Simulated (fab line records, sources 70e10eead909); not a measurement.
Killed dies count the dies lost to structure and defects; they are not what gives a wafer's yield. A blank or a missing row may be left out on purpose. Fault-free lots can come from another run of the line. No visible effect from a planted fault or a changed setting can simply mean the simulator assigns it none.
The tool behind it: which one? || flow nand harc || 11 lots with 33 wafers sampled at 6 steps, on a route of 1159 steps

## WHAT EACH GAUGE READ, for each wafer
NHARC_P_STI_CD_MEAS_16. Usual: cd nm at 199.2 nm, with a standard deviation of 1.8.
{"lot": "L483", "measured": "day 2 09:07", "on": "cd sem-03", "cd nm (nm)": "198.5 196.6 198.3", "flag": ""}
{"lot": "L484", "measured": "day 2 20:55", "on": "cd sem-02", "cd nm (nm)": "202.4 198.2 198.8", "flag": ""}
{"lot": "L489", "measured": "day 4 02:55", "on": "cd sem-03", "cd nm (nm)": "199.6 199.0 197.8", "flag": ""}
{"lot": "L492", "measured": "day 4 18:13", "on": "cd sem-03", "cd nm (nm)": "198.1 200.1 200.5", "flag": ""}
{"lot": "L495", "measured": "day 5 15:25", "on": "cd sem-01", "cd nm (nm)": "200.4 199.8 200.3", "flag": ""}
{"lot": "L496", "measured": "day 5 15:29", "on": "cd sem-01", "cd nm (nm)": "196.2 198.1 196.7", "flag": ""}
{"lot": "L500", "measured": "day 6 18:11", "on": "cd sem-03", "cd nm (nm)": "200.7 200.4 201.1", "flag": ""}
{"lot": "L503", "measured": "day 7 12:20", "on": "cd sem-01", "cd nm (nm)": "197.9 197.1 198.3", "flag": ""}
{"lot": "L504", "measured": "day 7 19:05", "on": "cd sem-02", "cd nm (nm)": "198.5 200.7 202.8", "flag": ""}
{"lot": "L506", "measured": "day 8 03:20", "on": "cd sem-01", "cd nm (nm)": "199.6 199.6 196.9", "flag": ""}
{"lot": "L505", "measured": "day 8 03:30", "on": "cd sem-01", "cd nm (nm)": "201.3 200.8 199.8", "flag": ""}

NHARC_P_GATE_CD_MEAS_26: the cd target is 120 nm. Usual: cd nm at 120.0 nm, with a standard deviation of 0.52.
{"lot": "L483", "measured": "day 4 11:12", "on": "cd sem-02", "cd nm (nm)": "119.7 119.8 119.9", "flag": ""}
{"lot": "L484", "measured": "day 4 23:50", "on": "cd sem-03", "cd nm (nm)": "120.9 120.4 120.2", "flag": ""}
{"lot": "L489", "measured": "day 6 14:31", "on": "cd sem-03", "cd nm (nm)": "120.3 121.0 120.9", "flag": ""}
{"lot": "L492", "measured": "day 6 21:15", "on": "cd sem-01", "cd nm (nm)": "119.7 119.2 119.4", "flag": ""}
{"lot": "L495", "measured": "day 7 23:13", "on": "cd sem-03", "cd nm (nm)": "149.7 149.6 149.2 149.8 149.2 149.3", "flag": "OFF"}
{"lot": "L496", "measured": "day 7 22:28", "on": "cd sem-03", "cd nm (nm)": "120.1 119.3 119.6", "flag": ""}
{"lot": "L500", "measured": "day 9 01:05", "on": "cd sem-01", "cd nm (nm)": "149.0 149.4 149.4 148.6 149.3 149.9", "flag": "OFF"}
{"lot": "L503", "measured": "day 9 17:04", "on": "cd sem-01", "cd nm (nm)": "120.0 120.7 121.1", "flag": ""}
{"lot": "L504", "measured": "day 9 20:32", "on": "cd sem-01", "cd nm (nm)": "120.1 120.1 120.2", "flag": ""}
{"lot": "L506", "measured": "day 10 04:05", "on": "cd sem-03", "cd nm (nm)": "119.7 120.0 119.9", "flag": ""}
{"lot": "L505", "measured": "day 10 04:14", "on": "cd sem-03", "cd nm (nm)": "119.5 119.8 119.4", "flag": ""}

NHARC_END_SORT_01. Usual: defect limited yield 95.2 %, standard deviation 1.4; killed at array 28, standard deviation 8.9; killed at other 0.8, standard deviation 1.2; killed at periphery 3.3, standard deviation 2.3; killed dies 32, standard deviation 9.4; killed open 3.2, standard deviation 1.8; killed short 1.9, standard deviation 1.4; sort_bin_2_pct 1.4 %, standard deviation 0.56; sort_bin_3_pct 0.26 %, standard deviation 0.21; sort_bin_4_pct 3.1 %, standard deviation 1; sort n pass 645, standard deviation 9.4; sort rim yield pct 95.7 %, standard deviation 2.4; sort yield pct 95.2 %, standard deviation 1.4.
{"lot": "L489", "measured": "day 21 23:24", "on": "prober-02", "defect limited yield (%)": "94.8 92.8 94.1", "killed at array": "31 48 38", "killed at other": "0 0 0", "killed at periphery": "4 1 2", "killed dies": "35 49 40", "killed open": "4 3 3", "killed short": "0 1 2", "sort_bin_2_pct (%)": "1.6 2.2 1.8", "sort_bin_3_pct (%)": "0.15 0.44 0.30", "sort_bin_4_pct (%)": "3.4 4.6 3.8", "sort n pass": "642 628 637", "sort rim yield pct (%)": "98.1 95.3 96.2", "sort yield pct (%)": "94.8 92.8 94.1", "flag": ""}

## WHAT TOOL EACH LOT RAN ON (gives the tool, then ch and the chambers of the sampled wafers, and finally the start)
{"lot": "L483", "NHARC_P_STI_ETCH_42": "rie diel-03 ch 0,3, day 2 08:44", "NHARC_P_GATE_DESCUM_13": "rie diel-04 ch 0,1, day 3 19:55", "NHARC_P_GATE_EXPOSE_23": "arfi scanner-03 ch 0, day 4 11:04"}
{"lot": "L484", "NHARC_P_STI_ETCH_42": "rie diel-12 ch 0,2, day 2 20:33", "NHARC_P_GATE_DESCUM_13": "rie diel-10 ch 2,3, day 4 08:23", "NHARC_P_GATE_EXPOSE_23": "arfi scanner-03 ch 0, day 4 23:42"}
{"lot": "L489", "NHARC_P_STI_ETCH_42": "rie diel-12 ch 1,2, day 4 02:32", "NHARC_P_GATE_DESCUM_13": "rie diel-10 ch 0,2,3, day 5 18:54", "NHARC_P_GATE_EXPOSE_23": "arfi scanner-01 ch 0, day 6 14:23"}
{"lot": "L492", "NHARC_P_STI_ETCH_42": "rie diel-03 ch 0,2,3, day 4 17:52", "NHARC_P_GATE_DESCUM_13": "rie diel-10 ch 1,2, day 6 05:23", "NHARC_P_GATE_EXPOSE_23": "arfi scanner-01 ch 0, day 6 21:07"}
{"lot": "L495", "NHARC_P_STI_ETCH_42": "rie diel-07 ch 0,1, day 5 15:03", "NHARC_P_GATE_DESCUM_13": "rie diel-04 ch 0,1,2, day 7 08:55", "NHARC_P_GATE_EXPOSE_23": "arfi scanner-01 ch 0, day 7 23:05"}
{"lot": "L496", "NHARC_P_STI_ETCH_42": "rie diel-12 ch 1,2,3, day 5 15:07", "NHARC_P_GATE_DESCUM_13": "rie diel-04 ch 1,3, day 7 09:23", "NHARC_P_GATE_EXPOSE_23": "arfi scanner-02 ch 0, day 7 22:19"}
{"lot": "L500", "NHARC_P_STI_ETCH_42": "rie diel-03 ch 1,2,3, day 6 17:50", "NHARC_P_GATE_DESCUM_13": "rie diel-04 ch 0,1,2, day 8 10:56", "NHARC_P_GATE_EXPOSE_23": "arfi scanner-01 ch 0, day 9 00:56"}
{"lot": "L503", "NHARC_P_STI_ETCH_42": "rie diel-12 ch 0,1, day 7 11:59", "NHARC_P_GATE_DESCUM_13": "rie diel-04 ch 0,2, day 9 03:17", "NHARC_P_GATE_EXPOSE_23": "arfi scanner-03 ch 0, day 9 16:55"}
{"lot": "L504", "NHARC_P_STI_ETCH_42": "rie diel-03 ch 1,2,3, day 7 18:43", "NHARC_P_GATE_DESCUM_13": "rie diel-10 ch 1,2,3, day 9 06:24", "NHARC_P_GATE_EXPOSE_23": "arfi scanner-02 ch 0, day 9 20:24"}
{"lot": "L506", "NHARC_P_STI_ETCH_42": "rie diel-03 ch 0,1,2, day 8 02:59", "NHARC_P_GATE_DESCUM_13": "rie diel-04 ch 2,3, day 9 14:33", "NHARC_P_GATE_EXPOSE_23": "arfi scanner-03 ch 0, day 10 03:57"}
{"lot": "L505", "NHARC_P_STI_ETCH_42": "rie diel-12 ch 1,2, day 8 03:10", "NHARC_P_GATE_DESCUM_13": "rie diel-04 ch 0,1, day 9 14:24", "NHARC_P_GATE_EXPOSE_23": "arfi scanner-02 ch 0, day 10 04:06"}
- NHARC_P_STI_ETCH_42: etches the open film in N2/H2, target depth 80 nm, overetch 24 nm, time 61 s.
- NHARC_P_GATE_DESCUM_13: chemistry O2, time 3 s.
- NHARC_P_GATE_EXPOSE_23: exposes mask P GATE, target cd 120 nm.

## WHAT THE TOOLS THEMSELVES READ (means of the sampled wafers that have a number; where no wafer has one, the mark that the record gives instead)
NHARC_P_STI_ETCH_42. Usual: bias w 150.0 W, standard deviation 0.44; drypump motor current A 5.9 A, standard deviation 0.4; oes product au 0.998 a.u., standard deviation 0.0079; rf vpp V 429.9 V, standard deviation 2.4; showerhead plenum p Torr 2.01 Torr, standard deviation 0.077; throttle valve pct 14.172 %, standard deviation 0.0092.
{"lot": "L483", "tool": "rie diel-03", "bias w (W)": 150.2, "drypump motor current A (A)": 5.9, "oes product au (a.u.)": 1.003, "rf vpp V (V)": 428.4, "showerhead plenum p Torr (Torr)": 1.97, "throttle valve pct (%)": 14.180, "flag": ""}
{"lot": "L484", "tool": "rie diel-12", "bias w (W)": 149.8, "drypump motor current A (A)": 5.8, "oes product au (a.u.)": 0.991, "rf vpp V (V)": 431.2, "showerhead plenum p Torr (Torr)": 2.05, "throttle valve pct (%)": 14.172, "flag": ""}
{"lot": "L489", "tool": "rie diel-12", "bias w (W)": 150.1, "drypump motor current A (A)": 5.6, "oes product au (a.u.)": 1.001, "rf vpp V (V)": 430.8, "showerhead plenum p Torr (Torr)": 2.05, "throttle valve pct (%)": 14.166, "flag": ""}
{"lot": "L492", "tool": "rie diel-03", "bias w (W)": 149.5, "drypump motor current A (A)": 5.9, "oes product au (a.u.)": 0.994, "rf vpp V (V)": 429.9, "showerhead plenum p Torr (Torr)": 2.02, "throttle valve pct (%)": 14.175, "flag": ""}
{"lot": "L495", "tool": "rie diel-07", "bias w (W)": 150.3, "drypump motor current A (A)": 5.1, "oes product au (a.u.)": 1.000, "rf vpp V (V)": 428.5, "showerhead plenum p Torr (Torr)": 1.96, "throttle valve pct (%)": 14.173, "flag": ""}
{"lot": "L496", "tool": "rie diel-12", "bias w (W)": 149.6, "drypump motor current A (A)": 5.8, "oes product au (a.u.)": 0.994, "rf vpp V (V)": 429.5, "showerhead plenum p Torr (Torr)": 2.03, "throttle valve pct (%)": 14.169, "flag": ""}
{"lot": "L500", "tool": "rie diel-03", "bias w (W)": 150.3, "drypump motor current A (A)": 6.0, "oes product au (a.u.)": 0.997, "rf vpp V (V)": 429.8, "showerhead plenum p Torr (Torr)": 2.02, "throttle valve pct (%)": 14.175, "flag": ""}
{"lot": "L503", "tool": "rie diel-12", "bias w (W)": 150.0, "drypump motor current A (A)": 6.2, "oes product au (a.u.)": 0.995, "rf vpp V (V)": 432.2, "showerhead plenum p Torr (Torr)": 2.09, "throttle valve pct (%)": 14.168, "flag": ""}
{"lot": "L504", "tool": "rie diel-03", "bias w (W)": 150.9, "drypump motor current A (A)": 6.0, "oes product au (a.u.)": 0.991, "rf vpp V (V)": 429.6, "showerhead plenum p Torr (Torr)": 2.02, "throttle valve pct (%)": 14.167, "flag": ""}
{"lot": "L506", "tool": "rie diel-03", "bias w (W)": 149.9, "drypump motor current A (A)": 6.0, "oes product au (a.u.)": 0.998, "rf vpp V (V)": 428.2, "showerhead plenum p Torr (Torr)": 1.97, "throttle valve pct (%)": 14.167, "flag": ""}
{"lot": "L505", "tool": "rie diel-12", "bias w (W)": 150.1, "drypump motor current A (A)": 5.6, "oes product au (a.u.)": 1.000, "rf vpp V (V)": 430.2, "showerhead plenum p Torr (Torr)": 2.05, "throttle valve pct (%)": 14.178, "flag": ""}

NHARC_P_GATE_DESCUM_13. Usual: drypump motor current A 5.7 A, standard deviation 0.44; oes product au 0.998 a.u., standard deviation 0.0067; rf vpp V 57.8 V, standard deviation 0.88; showerhead plenum p Torr 1.92 Torr, standard deviation 0.098; throttle valve pct 11.312 %, standard deviation 0.0092.
{"lot": "L483", "tool": "rie diel-04", "drypump motor current A (A)": 5.7, "oes product au (a.u.)": 0.997, "rf vpp V (V)": 57.4, "showerhead plenum p Torr (Torr)": 1.98, "throttle valve pct (%)": 11.305, "flag": ""}
{"lot": "L484", "tool": "rie diel-10", "drypump motor current A (A)": 5.8, "oes product au (a.u.)": 0.995, "rf vpp V (V)": 57.9, "showerhead plenum p Torr (Torr)": 2.03, "throttle valve pct (%)": 11.308, "flag": ""}
{"lot": "L489", "tool": "rie diel-10", "drypump motor current A (A)": 5.5, "oes product au (a.u.)": 0.996, "rf vpp V (V)": 57.1, "showerhead plenum p Torr (Torr)": 1.96, "throttle valve pct (%)": 11.312, "flag": ""}
{"lot": "L492", "tool": "rie diel-10", "drypump motor current A (A)": 5.6, "oes product au (a.u.)": 0.992, "rf vpp V (V)": 59.4, "showerhead plenum p Torr (Torr)": 1.86, "throttle valve pct (%)": 11.314, "flag": ""}
{"lot": "L495", "tool": "rie diel-04", "drypump motor current A (A)": 6.0, "oes product au (a.u.)": 0.999, "rf vpp V (V)": 57.9, "showerhead plenum p Torr (Torr)": 1.92, "throttle valve pct (%)": 11.313, "flag": ""}
{"lot": "L496", "tool": "rie diel-04", "drypump motor current A (A)": 5.4, "oes product au (a.u.)": 1.011, "rf vpp V (V)": 58.0, "showerhead plenum p Torr (Torr)": 1.99, "throttle valve pct (%)": 11.310, "flag": ""}
{"lot": "L500", "tool": "rie diel-04", "drypump motor current A (A)": 6.0, "oes product au (a.u.)": 1.001, "rf vpp V (V)": 57.7, "showerhead plenum p Torr (Torr)": 1.92, "throttle valve pct (%)": 11.310, "flag": ""}
{"lot": "L503", "tool": "rie diel-04", "drypump motor current A (A)": 6.3, "oes product au (a.u.)": 0.991, "rf vpp V (V)": 57.6, "showerhead plenum p Torr (Torr)": 1.89, "throttle valve pct (%)": 11.307, "flag": ""}
{"lot": "L504", "tool": "rie diel-10", "drypump motor current A (A)": 5.6, "oes product au (a.u.)": 1.000, "rf vpp V (V)": 58.3, "showerhead plenum p Torr (Torr)": 2.03, "throttle valve pct (%)": 11.314, "flag": ""}
{"lot": "L506", "tool": "rie diel-04", "drypump motor current A (A)": 5.7, "oes product au (a.u.)": 1.004, "rf vpp V (V)": 58.1, "showerhead plenum p Torr (Torr)": 1.96, "throttle valve pct (%)": 11.302, "flag": ""}
{"lot": "L505", "tool": "rie diel-04", "drypump motor current A (A)": 5.7, "oes product au (a.u.)": 0.999, "rf vpp V (V)": 58.4, "showerhead plenum p Torr (Torr)": 1.95, "throttle valve pct (%)": 11.308, "flag": ""}

NHARC_P_GATE_EXPOSE_23. Usual: exposure dose mJ cm2 at 93.91, with a standard deviation of 0.078.
{"lot": "L483", "tool": "arfi scanner-03", "exposure dose mJ cm2": 93.90, "flag": ""}
{"lot": "L484", "tool": "arfi scanner-03", "exposure dose mJ cm2": 94.00, "flag": ""}
{"lot": "L489", "tool": "arfi scanner-01", "exposure dose mJ cm2": 93.93, "flag": ""}
{"lot": "L492", "tool": "arfi scanner-01", "exposure dose mJ cm2": 94.00, "flag": ""}
{"lot": "L495", "tool": "arfi scanner-01", "exposure dose mJ cm2": 56.71, "flag": "OFF"}
{"lot": "L496", "tool": "arfi scanner-02", "exposure dose mJ cm2": 94.05, "flag": ""}
{"lot": "L500", "tool": "arfi scanner-01", "exposure dose mJ cm2": 56.68, "flag": "OFF"}
{"lot": "L503", "tool": "arfi scanner-03", "exposure dose mJ cm2": 93.83, "flag": ""}
{"lot": "L504", "tool": "arfi scanner-02", "exposure dose mJ cm2": 93.92, "flag": ""}
{"lot": "L506", "tool": "arfi scanner-03", "exposure dose mJ cm2": 93.89, "flag": ""}
{"lot": "L505", "tool": "arfi scanner-02", "exposure dose mJ cm2": 93.95, "flag": ""}

## THE ANSWER, worked out from the rows above alone
Rule: take the mean of a lot's wafers that have a number; if it is more than 3 standard deviations from the usual mean, the lot is off. A lot without any number at a reading at which 4 lots or more have one is off too. Any other lot the step has rows for is counted as sound. First the gauges in route order, then the tools' own readings, where a lot's mean is used as printed above. The first step at which some lot is off is used, and at that step the reading that is off furthest; a lot without a number counts as furthest.
Off, at NHARC_P_GATE_CD_MEAS_26 on cd nm: L495, L500.
A tool fits if, at a process step before that reading, it ran every lot that is off, and no sound lot after the first of them. Not tried: the gauges at NHARC_P_GATE_CD_MEAS_26; whatever is off there is also off at NHARC_P_GATE_EXPOSE_23, on other tools, and gauge error can't account for it. One candidate fits, namely arfi scanner-01 at NHARC_P_GATE_EXPOSE_23. Its last sound lot is L492 (day 6 21:07), its first lot that is off L495 (day 7 23:05): a fault that began between those two fits.
The tool's own readings at NHARC_P_GATE_EXPOSE_23 bear it out: on the lots that are off they differ by more than 5 times the standard deviation of the sound lots' means. exposure dose mJ cm2 reads 56.70 there against 93.94 on the sound lots.

## WHAT THE SIMULATOR PUT IN
Drift in process parameters on arfi scanner-01 at NHARC_P_GATE_EXPOSE_23, starting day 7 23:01. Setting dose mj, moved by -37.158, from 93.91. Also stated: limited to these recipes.
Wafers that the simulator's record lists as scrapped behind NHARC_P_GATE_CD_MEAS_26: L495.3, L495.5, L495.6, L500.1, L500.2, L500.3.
Lots struck among those shown: L495, L500. The rule given above showed the same thing.
